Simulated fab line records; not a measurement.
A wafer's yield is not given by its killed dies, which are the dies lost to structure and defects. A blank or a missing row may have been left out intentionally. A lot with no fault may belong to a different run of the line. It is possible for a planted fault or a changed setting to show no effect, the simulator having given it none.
fab line records | flow n5Finfet
[record] lots = 7 wafers = 39
route steps=1938 shown ZERO_LAYER@11 FIN_SAQP@100 SD_EPI_N@288 MOL_CONTACT_COAG@605 BEOL_M0_SAQP@638 BEOL_M1@800 BEOL_M4@1040 BEOL_M6@1194 BEOL_M7@1320 BEOL_M12@1630 BEOL_M15@1821 TV_LITHO@1886 PASSIVATION@1936
startH: start of the lot's first displayed wafer, in hours after the record's first day | waitH: time in hours since the lot's previous step | " identical to the entry in the row above | L1.1+2: several wafers, shown together as one row | - value missing, or start not given | * or withheld: withheld | < > ~ a bound
route shown NAME@n: NAME is a module with steps in the file, n the number in the route of the first one | usual: mean/standard deviation of fault-free wafers | same: alike in all rows | chamber/n: place in a boat | sites: each site's reading | _std_site: how widely they spread, as a standard deviation | _edge_site: outer sites' mean less inner sites' | radiusMm: how far each site lies from the wafer's centre | mask NAME#n: copy n | behind: the most recent tool/chamber to have shaped the wafer | hold: cause of the lot's hold/its duration in hours/its outcome | device: the transistor (n, p or np) that didn't switch | end of line: at the end of the route, the tests of the same wafers | a step given without rows: its recipe and nothing more | killed: not the wafer's yield, but the dies lost to structure and defects at the first sort | map: dies across one wafer; x = killed, . = not, _ = none there
set.NAME: the setting as run; set.NAME@STEP: as run at that earlier step | model.NAME: the simulator's own value behind a step, which no gauge read
lots whose settings were changed on purpose; a table a step, a row a wafer
[[steps]]
[step N5_ZERO_LAYER_DEVELOP_10]
[recipe] developTimeS = 60 rinseLiquid = diw dry = airSpin devTempC = 21
[step N5_FIN_SAQP_PECVD_06]
[recipe] material = a-Si targetThkA = 600 tempC = 400 precursor = SiH4/He pressureTorr = 3 rfW = 100 timeS = 48.1
[step N5_SD_EPI_N_EPI_21]
[recipe] material = Si:P dopant = P tempC = 680 pressureTorr = 255 timeS = 690
[step N5_MOL_CONTACT_COAG_DESCUM_45]
[recipe] chemistry = O2 timeS = 7 sourcePowerW = 50 biasPowerW = 20 pressureMtorr = 20 rfFrequencyHz = 2.712e+07 tempC = 40 resist = CAR-EUV o2FlowSccm = 225
[step N5_BEOL_M0_SAQP_PECVD_04]
[recipe] material = a-Si targetThkA = 600 tempC = 350 precursor = SiH4/He pressureTorr = 3 rfW = 100 timeS = 60.2
[step N5_BEOL_M1_TRENCH_ETCH_37]
[recipe] chemistry = C4F6/O2 targetDepthA = 552.07 target = SiOC timeS = 29 ionEnergyEv = 250 pressureMtorr = 30 sourceW = 355 biasW = 185 Ar_flow_sccm = 300 C4F6_flow_sccm = 10 O2_flow_sccm = 10
[step N5_BEOL_M4_ETCH_64]
[recipe] chemistry = N2/H2 target = SOC targetDepthA = 750 overetchA = 225 maskMaterial = SiARC tempC = 40 timeS = 121.9 ionEnergyEv = 200 pressureMtorr = 30 sourceW = 840 biasW = 150 n2FlowSccm = 200 h2FlowSccm = 200
[step N5_BEOL_M6_ILD_DEP_00]
[recipe] material = SiCOH_lowk targetThkA = 1797.5 tempC = 300 precursor = DEMS/porogen pressureTorr = 5 rfW = 500 timeS = 33.4
[step N5_BEOL_M7_ALD_77]
[recipe] material = TaN targetThkA = 20 tempC = 275 aldPrecursorFamily = PDMAT aldCoReactant = NH3 pressureTorr = 3 carrierFlowSccm = 1500 pulseTimeS = 2 purgeTimeS = 3 coReactantPurgeTimeS = 2 coReactantPulseTimeS = 3 aldCycles = 40 precursorVesselTempC = 75 precursorVesselPressureTorr = 26.25 precursorVesselCarrierSccm = 1000
[step N5_BEOL_M12_DEVELOP_27]
[recipe] developTimeS = 45 rinseLiquid = diw dry = airSpin devTempC = 21
[step N5_BEOL_M15_SPUTTER_45]
[recipe] material = Cu targetThkA = 1000 tempC = -20 biasV = 60 powerW = 26000 chamberPressurePa = 0.13 timeS = 16.67
[step N5_PASSIVATION_DESCUM_12]
[recipe] chemistry = O2 timeS = 7.9 sourcePowerW = 50 biasPowerW = 20 pressureMtorr = 20 rfFrequencyHz = 2.712e+07 tempC = 40 o2FlowSccm = 225
[step N5_PASSIVATION_PROBE_49]
[usual] sort_bin_5_function = 5.1/1
// columns lot.wafer tool chamber startH waitH set.developTimeS@ZERO_LAYER_DEVELOP_10 set.timeS@FIN_SAQP_PECVD_06 set.epiGrowthTimeS@SD_EPI_N_EPI_21 set.timeS@MOL_CONTACT_COAG_DESCUM_45 set.timeS@BEOL_M0_SAQP_PECVD_04 set.timeS@BEOL_M1_TRENCH_ETCH_37 set.targetDepthA@BEOL_M4_ETCH_64 set.timeS@BEOL_M6_ILD_DEP_00 set.aldCycles@BEOL_M7_ALD_77 set.developTimeS@BEOL_M12_DEVELOP_27 set.targetThkA@BEOL_M15_SPUTTER_45 set.timeS@PASSIVATION_DESCUM_12 sort_bin_5_function[%]
L075.1 prober-02 - 256.37 0.0 60 48.1 690 10.72 48.96 29 750 33.4 40 45 619.5 7.9 8.3
L075.2 prober-02 - 256.42 0.1 60 48.1 338.3 7 48.96 29 750 33.4 40 52.5 1000 10.59 6.4
L075.3 prober-02 - 256.47 0.1 60 62.19 338.3 10.72 60.2 29 1177 33.4 40 45 1000 7.9 6.3
L075.4 prober-02 - 256.52 0.2 60 48.1 338.3 7 60.2 29 750 33.4 40 52.5 619.5 7.9 6.6
L075.5 prober-02 - 256.57 0.2 60 62.19 690 7 60.2 29 1177 33.4 40 45 619.5 10.59 6.3
L075.6 prober-02 - 256.62 0.3 60 62.19 690 10.72 48.96 29 1177 33.4 40 52.5 1000 10.59 6.2
L080.2 prober-01 - 297.44 0.1 60 48.1 690 7 60.2 29 750 33.4 40 45 1000 7.9 5.0
L080.5 prober-01 - 297.59 0.2 60 48.1 690 7 60.2 29 750 33.4 40 45 1000 7.9 5.7
L080.6 prober-01 - 297.64 0.3 60 48.1 690 7 60.2 29 750 33.4 40 45 1000 7.9 4.5
L084.1 prober-01 - 326.27 0.0 60 48.1 690 3.293 83.88 38.26 750 53.15 40 20.04 1539 6.526 95.1
L084.2 prober-01 - 326.32 0.1 91.06 48.1 429.5 7 83.88 29 750 33.4 33 20.04 1539 7.9 3.8
L084.3 prober-01 - 326.37 0.1 91.06 69.66 690 7 83.88 38.26 750 33.4 33 45 1000 7.9 8.5
L084.4 prober-01 - 326.42 0.2 60 48.1 429.5 3.293 60.2 38.26 750 33.4 40 20.04 1000 6.526 6.9
L084.5 prober-01 - 326.47 0.2 91.06 69.66 429.5 3.293 60.2 29 750 53.15 33 45 1539 6.526 96.0
L084.6 prober-01 - 326.52 0.3 60 69.66 690 7 60.2 29 750 53.15 40 45 1000 7.9 95.8
L089.1 prober-01 - 366.10 0.0 75.94 48.1 284.2 7 33.68 29 750 33.4 40 54.24 1000 11.37 5.3
L089.2 prober-01 - 366.15 0.1 75.94 48.1 690 11.04 33.68 24.65 750 33.4 28 45 738.6 11.37 3.1
L089.3 prober-01 - 366.20 0.1 60 48.1 284.2 11.04 60.2 24.65 750 28.36 40 45 738.6 7.9 5.1
L089.4 prober-01 - 366.25 0.2 60 48.1 690 7 60.2 29 750 28.36 40 45 1000 11.37 5.7
L089.5 prober-01 - 366.30 0.2 75.94 48.1 690 11.04 60.2 29 750 33.4 28 54.24 738.6 7.9 5.3
L089.6 prober-01 - 366.35 0.3 60 48.1 284.2 7 33.68 24.65 750 28.36 28 54.24 1000 7.9 4.2
L090.1 prober-02 - 373.93 0.0 78.99 48.1 690 7 60.2 29 750 25.12 25 54.8 1000 7.9 4.7
L090.2 prober-02 - 373.98 0.1 78.99 48.1 690 7 60.2 29 750 25.12 40 54.8 685.8 9.464 4.9
L090.3 prober-02 - 374.03 0.1 60 48.1 946.9 7 60.2 35.94 750 33.4 25 45 1000 9.464 6.0
L090.4 prober-02 - 374.08 0.2 78.99 57.57 946.9 7 60.2 35.94 750 25.12 40 45 685.8 9.464 6.9
L090.5 prober-02 - 374.13 0.2 60 57.57 946.9 7 60.2 29 750 33.4 40 45 1000 7.9 6.3
L090.6 prober-02 - 374.18 0.3 60 57.57 690 7 60.2 35.94 750 33.4 25 54.8 685.8 7.9 6.2
L092.1 prober-01 - 395.73 0.0 60 60.07 690 4.399 60.2 29 750 17.95 30 45 1000 7.9 4.9
L092.2 prober-01 - 395.78 0.1 60 48.1 494 7 60.2 29 750 17.95 40 53.15 1000 7.9 5.6
L092.3 prober-01 - 395.83 0.1 60 60.07 690 4.399 60.2 34.13 465.4 33.4 40 53.15 637 3.356 7.1
L092.4 prober-01 - 395.88 0.2 60 48.1 494 4.399 60.2 29 465.4 33.4 40 45 637 3.356 5.6
L092.5 prober-01 - 395.93 0.2 60 60.07 494 7 60.2 34.13 465.4 17.95 30 45 637 7.9 7.0
L092.6 prober-01 - 395.98 0.3 60 48.1 690 7 60.2 34.13 750 33.4 30 53.15 1000 3.356 5.3
L096.1 prober-02 - 404.19 0.4 60 48.1 690 7 60.2 21.24 1143 51.6 40 45 1000 7.9 94.5
L096.2 prober-02 - 404.24 0.4 60 62.65 690 5.419 60.2 21.24 750 33.4 40 31.36 1000 7.9 5.8
L096.3 prober-02 - 404.29 0.5 60 48.1 690 5.419 86.31 29 750 33.4 40 45 1000 7.9 15.5
L096.4 prober-02 - 404.34 0.5 60 62.65 690 5.419 86.31 21.24 1143 51.6 58 45 1000 7.9 95.6
L096.5 prober-02 - 404.39 0.6 60 62.65 690 7 60.2 29 750 51.6 58 31.36 1000 7.9 96.0
L096.6 prober-02 - 404.44 0.6 60 48.1 690 7 86.31 29 1143 33.4 58 31.36 1000 7.9 9.6
// killed by level:class
L075.1 BEOL_M15:interfaceVoidOpened=43 MOL_CONTACT_COAG:geometricParticle:open=17 BEOL_M0_SAQP:geometricParticle:open=8 FIN_SAQP:geometricParticle:open=7 STI_FIN_REVEAL:geometricParticle:open=6 BEOL_M0_SAQP:geometricParticle:short=6 BEOL_M4:geometricParticle:short=5 BEOL_M4:geometricParticle:open=5
L075.2 MOL_CONTACT_COAG:geometricParticle:open=13 BEOL_M0_SAQP:geometricParticle:open=10 SPACER0:geometricParticle:open=9 SPACER0:geometricParticle:short=9 BEOL_M0:geometricParticle:open=8 BEOL_M0_SAQP:geometricParticle:short=6 BEOL_M4:geometricParticle:open=6 HKMG_FIN:areaEtch=6
L075.3 MOL_CONTACT_COAG:geometricParticle:open=18 BEOL_M0_SAQP:geometricParticle:short=13 MOL_CONTACT_COAG:geometricParticle:short=11 BEOL_M0_SAQP:geometricParticle:open=10 BEOL_M3:geometricParticle:open=8 FIN_SAQP:geometricParticle:open=7 BEOL_M4:geometricParticle:open=7 BEOL_M2:geometricParticle:open=6
L075.4 BEOL_M15:interfaceVoidOpened=41 MOL_CONTACT_COAG:geometricParticle:open=13 BEOL_M4:geometricParticle:open=9 BEOL_M0_SAQP:geometricParticle:open=7 BEOL_M2:geometricParticle:open=6 BEOL_M0_SAQP:geometricParticle:short=5 BEOL_M3:geometricParticle:open=5 SPACER0:geometricParticle:open=4
L075.5 BEOL_M15:interfaceVoidOpened=45 MOL_CONTACT_COAG:geometricParticle:open=12 BEOL_M2:geometricParticle:open=7 BEOL_M0_SAQP:geometricParticle:open=6 BEOL_M1:geometricParticle:open=6 BEOL_M0_SAQP:geometricParticle:short=5 MOL_CONTACT_COAG:geometricParticle:short=4 BEOL_M3:geometricParticle:open=4
L075.6 BEOL_M0_SAQP:geometricParticle:open=13 MOL_CONTACT_COAG:geometricParticle:open=12 BEOL_M0_SAQP:geometricParticle:short=11 FIN_SAQP:geometricParticle:open=7 MOL_CONTACT_COAG:geometricParticle:short=6 BEOL_M4:geometricParticle:open=6 BEOL_M3:geometricParticle:open=5 BEOL_M2:geometricParticle:open=5
L080.2 MOL_CONTACT_COAG:geometricParticle:open=11 FIN_SAQP:geometricParticle:open=9 GATE_CUT:geometricParticle:short=9 BEOL_M1:geometricParticle:open=7 STI_FIN_REVEAL:geometricParticle:open=6 STARTING-WAFER:geometricParticle:open=6 PASS1_CAP:geometricParticle:short=5 GATE_CUT:geometricParticle:open=4
L080.5 MOL_CONTACT_COAG:geometricParticle:open=18 STI_FIN_REVEAL:geometricParticle:open=13 BEOL_M1:geometricParticle:open=10 BEOL_M4:geometricParticle:open=8 MOL_CONTACT_COAG:geometricParticle:short=7 BEOL_M3:geometricParticle:open=6 FIN_SAQP:geometricParticle:short=4 FIN_SAQP:geometricParticle:open=3
L080.6 STI_FIN_REVEAL:geometricParticle:open=14 MOL_CONTACT_COAG:geometricParticle:open=13 FIN_SAQP:geometricParticle:open=7 FIN_SAQP:geometricParticle:short=5 BEOL_M0_SAQP:geometricParticle:open=5 BEOL_M3:geometricParticle:short=4 BEOL_M3:geometricParticle:open=4 BEOL_M0_SAQP:geometricParticle:short=3
L084.1 BEOL_M6:areaEtch=1069 BEOL_M0_SAQP:geometricParticle:short=8 BEOL_M4:geometricParticle:open=8 PAD_METAL:geometricParticle:short=8 MOL_CONTACT_COAG:geometricParticle:open=7 BEOL_M2:geometricParticle:open=7 FIN_SAQP:geometricParticle:open=6 BEOL_M0_SAQP:geometricParticle:open=6
L084.2 MOL_CONTACT_COAG:geometricParticle:open=15 BEOL_M0_SAQP:geometricParticle:open=9 BEOL_M0_SAQP:geometricParticle:short=8 FIN_SAQP:geometricParticle:open=7 BEOL_M4:geometricParticle:open=7 BEOL_M1:geometricParticle:short=5 DUMMY_GATE:geometricParticle:open=5 FIN_SAQP:geometricParticle:short=4
L084.3 FIN_SAQP:areaEtch=33 FIN_SAQP:geometricParticle:open=13 FIN_SAQP:geometricParticle:short=11 BEOL_M0_SAQP:geometricParticle:open=11 BEOL_M1:geometricParticle:open=7 BEOL_M3:geometricParticle:open=7 GATE_CUT:geometricParticle:short=6 STI_FIN_REVEAL:geometricParticle:open=5
L084.4 FIN_SAQP:geometricParticle:open=16 BEOL_M2:geometricParticle:open=14 GATE_CUT:geometricParticle:short=12 MOL_CONTACT_COAG:geometricParticle:open=12 BEOL_M0_SAQP:geometricParticle:open=8 BEOL_M0_SAQP:geometricParticle:short=8 BEOL_M4:geometricParticle:open=8 PAD_METAL:geometricParticle:open=7
L084.5 BEOL_M6:areaEtch=836 FIN_SAQP:areaEtch=219 FIN_SAQP:geometricParticle:open=16 MOL_CONTACT_COAG:geometricParticle:open=13 BEOL_M2:geometricParticle:open=13 FIN_SAQP:geometricParticle:short=9 BEOL_M0_SAQP:geometricParticle:open=8 BEOL_M4:geometricParticle:open=8
L084.6 BEOL_M6:areaEtch=1037 FIN_SAQP:areaEtch=30 BEOL_M2:geometricParticle:open=13 MOL_CONTACT_COAG:geometricParticle:open=13 FIN_SAQP:geometricParticle:open=9 FIN_SAQP:geometricParticle:short=7 BEOL_M0_SAQP:geometricParticle:short=7 GATE_CUT:geometricParticle:short=6
L089.1 BEOL_M1:geometricParticle:open=11 BEOL_M3:geometricParticle:open=8 BEOL_M0_SAQP:geometricParticle:open=7 STI_FIN_REVEAL:geometricParticle:open=6 GATE_CUT:geometricParticle:short=6 MOL_CONTACT_COAG:geometricParticle:open=6 BEOL_M0_SAQP:geometricParticle:short=6 GATE_CUT:geometricParticle:open=5
L089.2 FIN_SAQP:geometricParticle:short=7 STI_FIN_REVEAL:geometricParticle:open=7 BEOL_M0_SAQP:geometricParticle:short=7 BEOL_M0_SAQP:geometricParticle:open=6 FIN_SAQP:geometricParticle:open=5 MOL_CONTACT_COAG:geometricParticle:open=5 BEOL_M15:interfaceVoidOpened=5 DUMMY_GATE:geometricParticle:open=3
L089.3 MOL_CONTACT_COAG:geometricParticle:open=11 BEOL_M15:interfaceVoidOpened=11 STI_FIN_REVEAL:geometricParticle:open=10 BEOL_M1:geometricParticle:open=7 BEOL_M0_SAQP:geometricParticle:open=7 BEOL_M0_SAQP:geometricParticle:short=6 BEOL_M2:geometricParticle:open=6 FIN_SAQP:geometricParticle:open=5
L089.4 FIN_SAQP:geometricParticle:short=12 STI_FIN_REVEAL:geometricParticle:open=10 BEOL_M0_SAQP:geometricParticle:short=7 BEOL_M2:geometricParticle:open=7 FIN_SAQP:geometricParticle:open=6 MOL_CONTACT_COAG:geometricParticle:open=5 BEOL_M1:geometricParticle:open=5 MOL_CONTACT_COAG:geometricParticle:short=4
L089.5 MOL_CONTACT_COAG:geometricParticle:open=10 BEOL_M15:interfaceVoidOpened=10 BEOL_M3:geometricParticle:open=9 FIN_SAQP:geometricParticle:open=7 BEOL_M1:geometricParticle:open=6 STI_FIN_REVEAL:geometricParticle:open=5 ILD0:geometricParticle:open=5 BEOL_M1:geometricParticle:short=5
L089.6 BEOL_M0_SAQP:geometricParticle:open=15 BEOL_M0_SAQP:geometricParticle:short=9 MOL_CONTACT_COAG:geometricParticle:open=8 ILD0:geometricParticle:short=7 BEOL_M1:geometricParticle:open=7 BEOL_M3:geometricParticle:open=5 FIN_SAQP:geometricParticle:open=4 STI_FIN_REVEAL:geometricParticle:open=4
L090.1 FIN_SAQP:geometricParticle:short=14 M7:areaAld=12 MOL_CONTACT_COAG:geometricParticle:open=11 FIN_SAQP:geometricParticle:open=10 BEOL_M1:geometricParticle:open=8 BEOL_M0_SAQP:geometricParticle:open=8 BEOL_M0_SAQP:geometricParticle:short=5 STI_FIN_REVEAL:geometricParticle:open=4
L090.2 BEOL_M15:interfaceVoidOpened=16 MOL_CONTACT_COAG:geometricParticle:open=10 DUMMY_GATE:geometricParticle:open=9 FIN_SAQP:geometricParticle:short=8 FIN_SAQP:geometricParticle:open=6 BEOL_M2:geometricParticle:open=6 BEOL_M0_SAQP:geometricParticle:short=5 GATE_CUT:geometricParticle:short=4
L090.3 FIN_SAQP:geometricParticle:open=20 MOL_CONTACT_COAG:geometricParticle:open=14 BEOL_M0_SAQP:geometricParticle:open=10 FIN_SAQP:geometricParticle:short=6 BEOL_M0_SAQP:geometricParticle:short=6 STI_FIN_REVEAL:geometricParticle:open=5 BEOL_M4:geometricParticle:open=5 GATE_CUT:geometricParticle:open=4
L090.4 BEOL_M15:interfaceVoidOpened=20 FIN_SAQP:geometricParticle:open=18 BEOL_M1:geometricParticle:open=12 BEOL_M0_SAQP:geometricParticle:open=10 BEOL_M0_SAQP:geometricParticle:short=9 MOL_CONTACT_COAG:geometricParticle:open=8 BEOL_M0:geometricParticle:open=6 STI_FIN_REVEAL:geometricParticle:open=5
L090.5 FIN_SAQP:geometricParticle:open=10 STI_FIN_REVEAL:geometricParticle:open=10 FIN_SAQP:geometricParticle:short=8 BEOL_M0_SAQP:geometricParticle:open=7 BEOL_M0:geometricParticle:open=7 DUMMY_GATE:geometricParticle:open=6 MOL_CONTACT_COAG:geometricParticle:open=6 BEOL_M0_SAQP:geometricParticle:short=6
L090.6 BEOL_M15:interfaceVoidOpened=22 FIN_SAQP:geometricParticle:open=12 STI_FIN_REVEAL:geometricParticle:open=11 MOL_CONTACT_COAG:geometricParticle:open=10 BEOL_M2:geometricParticle:open=7 BEOL_M0_SAQP:geometricParticle:short=6 M7:areaAld=6 BEOL_M0_SAQP:geometricParticle:open=5
L092.1 BEOL_M6:areaDep=1036 FIN_SAQP:geometricParticle:open=13 BEOL_M3:geometricParticle:open=8 FIN_SAQP:geometricParticle:short=7 BEOL_M2:geometricParticle:open=7 MOL_CONTACT_COAG:geometricParticle:open=6 BEOL_M0_SAQP:geometricParticle:open=6 BEOL_M0_SAQP:geometricParticle:short=5
L092.2 BEOL_M6:areaDep=1047 STI_FIN_REVEAL:geometricParticle:open=13 MOL_CONTACT_COAG:geometricParticle:open=12 FIN_SAQP:geometricParticle:open=9 BEOL_M1:geometricParticle:open=9 BEOL_M3:geometricParticle:open=9 HKMG_FIN:areaEtch=6 GATE_CUT:geometricParticle:short=4
L092.3 BEOL_M15:interfaceVoidOpened=32 BEOL_M0_SAQP:geometricParticle:open=12 BEOL_M2:geometricParticle:open=10 FIN_SAQP:geometricParticle:open=8 MOL_CONTACT_COAG:geometricParticle:open=8 BEOL_M3:geometricParticle:open=8 BEOL_M7:geometricParticle:open=6 FIN_SAQP:geometricParticle:short=4
L092.4 BEOL_M15:interfaceVoidOpened=33 FIN_SAQP:geometricParticle:open=11 BEOL_M0_SAQP:geometricParticle:open=7 FIN_SAQP:geometricParticle:short=6 GATE_CUT:geometricParticle:short=6 BEOL_M0_SAQP:geometricParticle:short=6 MOL_CONTACT_COAG:geometricParticle:open=5 BEOL_M4:geometricParticle:open=5
L092.5 BEOL_M6:areaDep=825 BEOL_M15:interfaceVoidOpened=30 FIN_SAQP:geometricParticle:open=12 MOL_CONTACT_COAG:geometricParticle:open=10 FIN_SAQP:geometricParticle:short=8 BEOL_M1:geometricParticle:open=7 BEOL_M2:geometricParticle:open=7 BEOL_M3:geometricParticle:open=7
L092.6 BEOL_M3:geometricParticle:open=21 GATE_CUT:geometricParticle:short=9 FIN_SAQP:geometricParticle:open=8 MOL_CONTACT_COAG:geometricParticle:open=8 BEOL_M0_SAQP:geometricParticle:open=8 STI_FIN_REVEAL:geometricParticle:open=7 DUMMY_GATE:geometricParticle:open=4 FIN_SAQP:geometricParticle:short=3
L096.1 BEOL_M6:areaEtch=1037 STI_FIN_REVEAL:geometricParticle:open=30 MOL_CONTACT_COAG:geometricParticle:open=15 BEOL_M1:geometricParticle:open=12 BEOL_M3:geometricParticle:open=11 FIN_SAQP:geometricParticle:open=10 FIN_SAQP:geometricParticle:short=10 BEOL_M2:geometricParticle:open=8
L096.2 STI_FIN_REVEAL:geometricParticle:open=22 FIN_SAQP:geometricParticle:short=13 BEOL_M2:geometricParticle:open=8 BEOL_M1:geometricParticle:open=7 FIN_SAQP:geometricParticle:open=6 STI_FIN_REVEAL:geometricParticle:short=6 BEOL_M0_SAQP:geometricParticle:short=6 MOL_CONTACT_COAG:geometricParticle:open=5
L096.3 BEOL_M0_SAQP:areaEtch=121 MOL_CONTACT_COAG:geometricParticle:open=16 BEOL_M2:geometricParticle:open=13 FIN_SAQP:geometricParticle:short=11 GATE_CUT:geometricParticle:short=8 BEOL_M0_SAQP:geometricParticle:short=7 FIN_SAQP:geometricParticle:open=6 BEOL_M0_SAQP:geometricParticle:open=6
L096.4 BEOL_M6:areaEtch=549 BEOL_M0_SAQP:areaEtch=507 MOL_CONTACT_COAG:geometricParticle:open=13 FIN_SAQP:geometricParticle:short=11 BEOL_M3:geometricParticle:open=11 BEOL_M2:geometricParticle:open=10 FIN_SAQP:geometricParticle:open=6 STI_FIN_REVEAL:geometricParticle:open=6
L096.5 BEOL_M6:areaEtch=1061 STI_FIN_REVEAL:geometricParticle:open=14 BEOL_M3:geometricParticle:open=10 FIN_SAQP:geometricParticle:open=9 BEOL_M1:geometricParticle:open=8 MOL_CONTACT_COAG:geometricParticle:open=8 BEOL_M0_SAQP:geometricParticle:open=8 FIN_SAQP:geometricParticle:short=7
L096.6 BEOL_M0_SAQP:areaEtch=40 MOL_CONTACT_COAG:geometricParticle:open=20 FIN_SAQP:geometricParticle:short=16 STI_FIN_REVEAL:geometricParticle:open=10 BEOL_M1:geometricParticle:open=8 BEOL_M0_SAQP:geometricParticle:short=7 BEOL_M0:geometricParticle:open=7 FIN_SAQP:geometricParticle:open=6
[[key]]
[split] step = N5_ZERO_LAYER_DEVELOP_10 setting = developTimeS statedAs = 60
response none clear
[split] step = N5_FIN_SAQP_PECVD_06 setting = timeS statedAs = 48.1
response none clear
[split] step = N5_SD_EPI_N_EPI_21 setting = epiGrowthTimeS statedAs = 690
response none clear
[split] step = N5_MOL_CONTACT_COAG_DESCUM_45 setting = timeS statedAs = 7
response none clear
[split] step = N5_BEOL_M0_SAQP_PECVD_04 setting = timeS statedAs = 60.2
response none clear
[split] step = N5_BEOL_M1_TRENCH_ETCH_37 setting = timeS statedAs = 29
response none clear
[split] step = N5_BEOL_M4_ETCH_64 setting = targetDepthA statedAs = 750
response none clear
[split] step = N5_BEOL_M6_ILD_DEP_00 setting = timeS statedAs = 33.4
[response] step = N5_PASSIVATION_PROBE_49 reading = sort_bin_5_function slope = +1.14 per = 1% togetherWith = all explained = 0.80
[split] step = N5_BEOL_M7_ALD_77 setting = aldCycles statedAs = 40
response none clear
[split] step = N5_BEOL_M12_DEVELOP_27 setting = developTimeS statedAs = 45
response none clear
[split] step = N5_BEOL_M15_SPUTTER_45 setting = targetThkA statedAs = 1000
response none clear
[split] step = N5_PASSIVATION_DESCUM_12 setting = timeS statedAs = 7.9
response none clear
